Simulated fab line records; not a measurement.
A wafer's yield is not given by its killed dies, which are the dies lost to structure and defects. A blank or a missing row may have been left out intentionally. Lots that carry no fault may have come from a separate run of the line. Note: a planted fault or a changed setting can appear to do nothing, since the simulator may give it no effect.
Split-lot experiment + flow n5 finfet + 21 wafers read from 7 lots, route of 1938 steps

## THE SPLIT
At N5_BEOL_M0_SAQP_DESCUM_45 (chemistry O2, time 7 s), the setting time s was moved away from the recipe's 7 s on 6 of the 21 wafers read, by -14.1% to -5.8%. For the rest of the wafers, this setting stayed at what the recipe calls for.

The reading comes from the split's own step.

## THE READING
CAR-EUV_of_BEOL_M0_SAQP_COAT_34.thk nm (the simulator's own value, which no gauge read), in nm, at N5_BEOL_M0_SAQP_DESCUM_45 (chemistry O2, time 7 s). The file gives no usual value for it. The 15 wafers here that ran the recipe average 26.1 nm, standard deviation 0.094 nm.

| wafer  | tool, chamber at the split | time s as run, s | against the recipe | CAR-EUV_of_BEOL_M0_SAQP_COAT_34.thk nm, nm | against lot-mates on the recipe |
|--------|----------------------------|------------------|--------------------|--------------------------------------------|---------------------------------|
| L079.1 | rie diel-01, 1,0           | 6.274            | -10.4%             | 26.6                                       | +0.4                            |
| L079.6 | rie diel-01, 1,0           | 6.274            | -10.4%             | 26.6                                       | +0.4                            |
| L079.3 | rie diel-01, 0             | 7                | recipe             | 26.2                                       | -                               |
| L080.1 | rie diel-01, 3,1           | 6.015            | -14.1%             | 26.6                                       | +0.6                            |
| L080.2 | rie diel-01, 3,1           | 6.015            | -14.1%             | 26.6                                       | +0.6                            |
| L080.4 | rie diel-01, 0             | 7                | recipe             | 26                                         | -                               |
| L082.3 | rie diel-02, 0             | 7                | recipe             | 26.2                                       | -                               |
| L082.4 | rie diel-02, 1             | 7                | recipe             | 26                                         | -                               |
| L082.5 | rie diel-02, 1             | 7                | recipe             | 26                                         | -                               |
| L083.2 | rie diel-02, 3             | 7                | recipe             | 26                                         | -                               |
| L083.6 | rie diel-02, 3             | 7                | recipe             | 26                                         | -                               |
| L083.3 | rie diel-02, 1             | 7                | recipe             | 26.2                                       | -                               |
| L090.3 | rie diel-01, 1,0,1         | 7                | recipe             | 26.2                                       | -                               |
| L090.5 | rie diel-01, 1,0,1         | 7                | recipe             | 26.2                                       | -                               |
| L090.6 | rie diel-01, 1,0,1         | 7                | recipe             | 26.2                                       | -                               |
| L092.1 | rie diel-02, 3             | 7                | recipe             | 26.2                                       | -                               |
| L092.5 | rie diel-02, 0,3           | 6.591            | -5.8%              | 26.4                                       | +0.2                            |
| L092.6 | rie diel-02, 0,3           | 6.591            | -5.8%              | 26.4                                       | +0.2                            |
| L096.2 | rie diel-01, 2,3,3         | 7                | recipe             | 26.2                                       | -                               |
| L096.3 | rie diel-01, 2,3,3         | 7                | recipe             | 26.2                                       | -                               |
| L096.6 | rie diel-01, 2,3,3         | 7                | recipe             | 26.2                                       | -                               |
If several chambers appear in one row, that row covers several wafers at once and the file leaves open which wafer was in which chamber.

THE FIT
A straight line over all 21 wafers: CAR-EUV_of_BEOL_M0_SAQP_COAT_34.thk nm changes by -0.0377 nm for each +1% of time s; r = -0.91; the points scatter about the line by 0.091 nm.
The same after taking each lot's own level away (the mean of its wafers on the recipe; 21 wafers): -0.0408 nm for each +1%; r = -0.97; scatter 0.055 nm.
On that fit, the largest move of time s shifts the reading by 0.57 nm.
The span of the lots' own levels, 26.00 to 26.20 nm, comes to 2.1 times the standard deviation stated above.
Consequently the slope shifts little with the lot-to-lot level, the two slopes agreeing.
Check: with one of the wafers moved furthest among these (-14.1%) left out of the fit, the line predicts +0.559 nm for it against its lot-mates. Against them it came out at +0.6 nm.

## THESE WAFERS: OTHER SPLITS
These wafers also went through other splits before the reading. Each is held against what the fit with the lots' levels taken away leaves over:
| other split on the same wafers         | wafers away from the commonest value | r with CAR-EUV_of_BEOL_M0_SAQP_COAT_34.thk nm (lot level and that fit taken away) |
|----------------------------------------|--------------------------------------|-----------------------------------------------------------------------------------|
| N5_GATE_CUT_EXPOSE_10 dose mj          | 4                                    | +0.21                                                                             |
| N5_MOL_CONTACT_COAG_ALD_131 ald cycles | 9                                    | +0.07                                                                             |
| N5_BEOL_M0_SAQP_PECVD_04 time s        | 3                                    | +0.07                                                                             |
| N5_BEOL_M0_SAQP_COAT_08 spin rpm       | 9                                    | +0.02                                                                             |

## THE FILE'S OWN FIT
CAR-EUV_of_BEOL_M0_SAQP_COAT_34.thk nm changes by -0.0405 nm for each +1% of time s, r = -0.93.
